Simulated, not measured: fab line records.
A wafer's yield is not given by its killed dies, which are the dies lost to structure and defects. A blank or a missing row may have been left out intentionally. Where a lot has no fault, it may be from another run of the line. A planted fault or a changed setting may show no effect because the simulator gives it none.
Shared-tool check :: flow n5_finfet :: Lots sampled 8, wafers sampled 24

## REASON FOR OPENING
At N5_BEOL_M5_OCD_MEAS_38 the reading trench_depth_nm is flagged on 2 of 8 lots. No-fault wafers: 72.0 nm, standard deviation 1.3.
Rule: a lot gets a flag if all its wafers with a number sit over 4 standard deviations from that mean, or if no wafer of it has a number. The rest of the lots are taken to be sound.

lot: L476
measured: day 9 21:55
on: ocd-01
trench_depth_nm (nm), wafer by wafer: 71.3 71.0 70.9
flag: 

lot: L477
measured: day 10 17:12
on: ocd-01
trench_depth_nm (nm), wafer by wafer: 73.3 73.4 73.9
flag: 

lot: L479
measured: day 10 23:59
on: ocd-01
trench_depth_nm (nm), wafer by wafer: 62.6 63.1 62.7
flag: FLAGGED

lot: L483
measured: day 11 23:22
on: ocd-02
trench_depth_nm (nm), wafer by wafer: 62.6 62.8 62.2
flag: FLAGGED

lot: L488
measured: day 13 19:33
on: ocd-02
trench_depth_nm (nm), wafer by wafer: 75.2 74.6 74.3
flag: 

lot: L491
measured: day 14 05:54
on: ocd-02
trench_depth_nm (nm), wafer by wafer: 70.4 71.7 70.9
flag: 

lot: L493
measured: day 14 12:47
on: ocd-02
trench_depth_nm (nm), wafer by wafer: 72.6 72.5 73.1
flag: 

lot: L495
measured: day 15 21:29
on: ocd-02
trench_depth_nm (nm), wafer by wafer: 73.5 71.2 72.7
flag: 
The numbers of the flagged lots are 62.7 nm on average: -9.3 nm against the usual, or -7 standard deviations.

## WHICH TOOL EACH LOT WENT THROUGH
The record holds 3 process steps before the reading, out of a route of 1938 steps. Read each cell as the tool, then ch plus the chambers that the sampled wafers visited, then the start.
lot: L476
flag: 
N5_BEOL_M5_ETCH_75: rie_diel-04 ch 1,3, day 9 21:32
N5_BEOL_M5_TRENCH_ETCH_37: rie_diel-04 ch 1,3, day 9 21:46
N5_BEOL_M5_STRIP_91: rie_diel-04 ch 1,3, day 9 21:55 or earlier

lot: L477
flag: 
N5_BEOL_M5_ETCH_75: rie_diel-01 ch 0,1, day 10 16:49
N5_BEOL_M5_TRENCH_ETCH_37: rie_diel-01 ch 0,1, day 10 17:02
N5_BEOL_M5_STRIP_91: rie_diel-01 ch 0,1, day 10 17:12 or earlier

lot: L479
flag: FLAGGED
N5_BEOL_M5_ETCH_75: rie_diel-04 ch 0,1,2, day 10 23:36
N5_BEOL_M5_TRENCH_ETCH_37: rie_diel-04 ch 0,1,2, day 10 23:50
N5_BEOL_M5_STRIP_91: rie_diel-04 ch 0,1,2, day 10 23:59 or earlier

lot: L483
flag: FLAGGED
N5_BEOL_M5_ETCH_75: rie_diel-04 ch 0,1,2, day 11 22:59
N5_BEOL_M5_TRENCH_ETCH_37: rie_diel-04 ch 0,1,2, day 11 23:13
N5_BEOL_M5_STRIP_91: rie_diel-04 ch 0,1,2, day 11 23:22 or earlier

lot: L488
flag: 
N5_BEOL_M5_ETCH_75: rie_diel-01 ch 0,1, day 13 19:10
N5_BEOL_M5_TRENCH_ETCH_37: rie_diel-01 ch 0,1, day 13 19:23
N5_BEOL_M5_STRIP_91: rie_diel-01 ch 0,1, day 13 19:33 or earlier

lot: L491
flag: 
N5_BEOL_M5_ETCH_75: rie_diel-04 ch 0,1,2, day 14 05:31
N5_BEOL_M5_TRENCH_ETCH_37: rie_diel-04 ch 0,1,2, day 14 05:44
N5_BEOL_M5_STRIP_91: rie_diel-04 ch 0,1,2, day 14 05:54 or earlier

lot: L493
flag: 
N5_BEOL_M5_ETCH_75: rie_diel-01 ch 0,1,2, day 14 12:24
N5_BEOL_M5_TRENCH_ETCH_37: rie_diel-01 ch 0,1,2, day 14 12:38
N5_BEOL_M5_STRIP_91: rie_diel-01 ch 0,1,2, day 14 12:47 or earlier

lot: L495
flag: 
N5_BEOL_M5_ETCH_75: rie_diel-01 ch 0,2,3, day 15 21:06
N5_BEOL_M5_TRENCH_ETCH_37: rie_diel-01 ch 0,2,3, day 15 21:20
N5_BEOL_M5_STRIP_91: rie_diel-01 ch 0,2,3, day 15 21:29 or earlier
These steps, and what they do:
- N5_BEOL_M5_ETCH_75: etches underlayer in N2/H2, target depth 6.5 nm, time 5.2 s.
- N5_BEOL_M5_TRENCH_ETCH_37: etches SiCOH lowk in C4F6/O2, target depth 71.652 nm, time 24.7 s.
- N5_BEOL_M5_STRIP_91: strips in N2/H2, time 10 s.
- N5_BEOL_M5_OCD_MEAS_38

## FLAGGED AGAINST TOTAL, ONE TOOL AT A TIME (gauges that did the reading follow at the end)
step: N5_BEOL_M5_ETCH_75
tool: rie_diel-01
lots run: 4
flagged: 0
share of the flagged lots: none
sound lots run after its first flagged lot: -

step: N5_BEOL_M5_ETCH_75
tool: rie_diel-04
lots run: 4
flagged: 2
share of the flagged lots: all
sound lots run after its first flagged lot: 1 (L491)

step: N5_BEOL_M5_TRENCH_ETCH_37
tool: rie_diel-01
lots run: 4
flagged: 0
share of the flagged lots: none
sound lots run after its first flagged lot: -

step: N5_BEOL_M5_TRENCH_ETCH_37
tool: rie_diel-04
lots run: 4
flagged: 2
share of the flagged lots: all
sound lots run after its first flagged lot: 1 (L491)

step: N5_BEOL_M5_STRIP_91
tool: rie_diel-01
lots run: 4
flagged: 0
share of the flagged lots: none
sound lots run after its first flagged lot: -

step: N5_BEOL_M5_STRIP_91
tool: rie_diel-04
lots run: 4
flagged: 2
share of the flagged lots: all
sound lots run after its first flagged lot: 1 (L491)

step: N5_BEOL_M5_OCD_MEAS_38
tool: ocd-01
lots run: 3
flagged: 1
share of the flagged lots: some
sound lots run after its first flagged lot: 0

step: N5_BEOL_M5_OCD_MEAS_38
tool: ocd-02
lots run: 5
flagged: 1
share of the flagged lots: some
sound lots run after its first flagged lot: 4 (L488,L491,L493,L495)
N5_BEOL_M5_STRIP_91: start missing for some lots; hours and lot order therefore follow N5_BEOL_M5_OCD_MEAS_38.

## WHAT THE TABLE PERMITS
All flagged lots were run by 3 table rows, namely rie_diel-04 at N5_BEOL_M5_ETCH_75, rie_diel-04 at N5_BEOL_M5_TRENCH_ETCH_37, rie_diel-04 at N5_BEOL_M5_STRIP_91.
- rie_diel-04 at N5_BEOL_M5_ETCH_75: 2 of its 4 lots flagged. Sound lots ran on it after the first flagged one (L491), which a lasting fault on the whole tool wouldn't allow.
- rie_diel-04 at N5_BEOL_M5_TRENCH_ETCH_37: 2 of its 4 lots flagged. Sound lots ran on it after the first flagged one (L491), which a lasting fault on the whole tool wouldn't allow. Its own readings (bias_w, rf_vpp_V) fall more than 4 standard deviations out on all wafers of the flagged lots.
- rie_diel-04 at N5_BEOL_M5_STRIP_91: 2 of its 4 lots flagged. Sound lots ran on it after the first flagged one (L491), which a lasting fault on the whole tool wouldn't allow.
No row of the table ran every flagged lot and no sound lot after the first.

## WHAT HAD BEEN PUT IN BY THE SIMULATOR
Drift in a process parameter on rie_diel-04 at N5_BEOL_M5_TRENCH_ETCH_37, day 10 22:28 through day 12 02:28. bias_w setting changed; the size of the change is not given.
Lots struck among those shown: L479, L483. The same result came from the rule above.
